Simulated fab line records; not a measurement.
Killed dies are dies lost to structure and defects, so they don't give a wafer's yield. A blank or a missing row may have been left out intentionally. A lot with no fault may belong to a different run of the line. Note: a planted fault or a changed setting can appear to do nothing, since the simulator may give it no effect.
Chamber matching	flow nand harc	NHARC_A_STAIRCASE_ETCH_169 on rie diel-08: 4 sister chambers
The step etches the open film in CH3F/O2, target depth 50 nm, time 107.1 s. 14 wafers are shown with their chamber, then 7 later ones without.

WAFERS, EACH WITH ITS CHAMBER
wafer	chamber	showerhead plenum p Torr (Torr)	drypump motor current A (A)	rf vpp V (V)
L448.1	3	2.47	5.9	243.9
L448.2	1	2.66	5.7	247.0
L448.3	2	2.50	5.0	245.2
L447.1	3	2.47	5.9	242.6
L447.4	2	2.50	5.0	243.3
L447.5	0	2.45	5.3	243.4
L449.2	0	2.45	5.3	244.8
L449.5	3	2.46	5.9	244.6
L449.6	2	2.50	5.0	245.1
L451.1	0	2.45	5.3	243.6
L451.4	2	2.49	5.0	245.5
L451.6	3	2.46	5.9	243.9
L454.1	3	2.46	6.0	245.0
L454.3	0	2.44	5.2	244.7

SIGNATURES (averages over the wafers above)
reading	chamber 0	chamber 1	chamber 2	chamber 3	scatter within a chamber
showerhead plenum p Torr	2.4475	2.6600	2.4975	2.4640	0.0052
drypump motor current A	5.275	5.700	5.000	5.920	0.0394
rf vpp V	244.125	247.000	244.775	244.000	0.89
Rule: a wafer lies at a distance from a chamber equal to the root of the sum of squares, over the readings, of (its reading less the chamber's mean, divided by the reading's scatter). If the next closest chamber is less than 2 further off than the closest, the wafer can't be placed; otherwise it belongs to the closest. How the scatter is found: for the shown wafers, subtract from each reading the mean of its chamber, square and add these, divide the total by (wafers less chambers), then take the root.

WAFERS WHOSE CHAMBER IS MISSING
wafer	showerhead plenum p Torr (Torr)	drypump motor current A (A)	rf vpp V (V)
L454.4	2.49	5.0	245.1
L455.1	2.49	5.1	246.4
L455.3	2.65	5.7	247.7
L455.4	2.46	5.9	243.0
L459.1	2.44	5.2	245.5
L459.2	2.45	5.9	245.5
L459.6	2.45	5.9	243.7

THE CHAMBER EACH PASSED THROUGH
wafer	from the rows above	in truth
L454.4	2	2
L455.1	2	2
L455.3	1	1
L455.4	3	3
L459.1	0	0
L459.2	3	3
L459.6	3	3
Correctly placed: 7 of 7. Not placeable from these rows: 0. 0 placed wrongly.
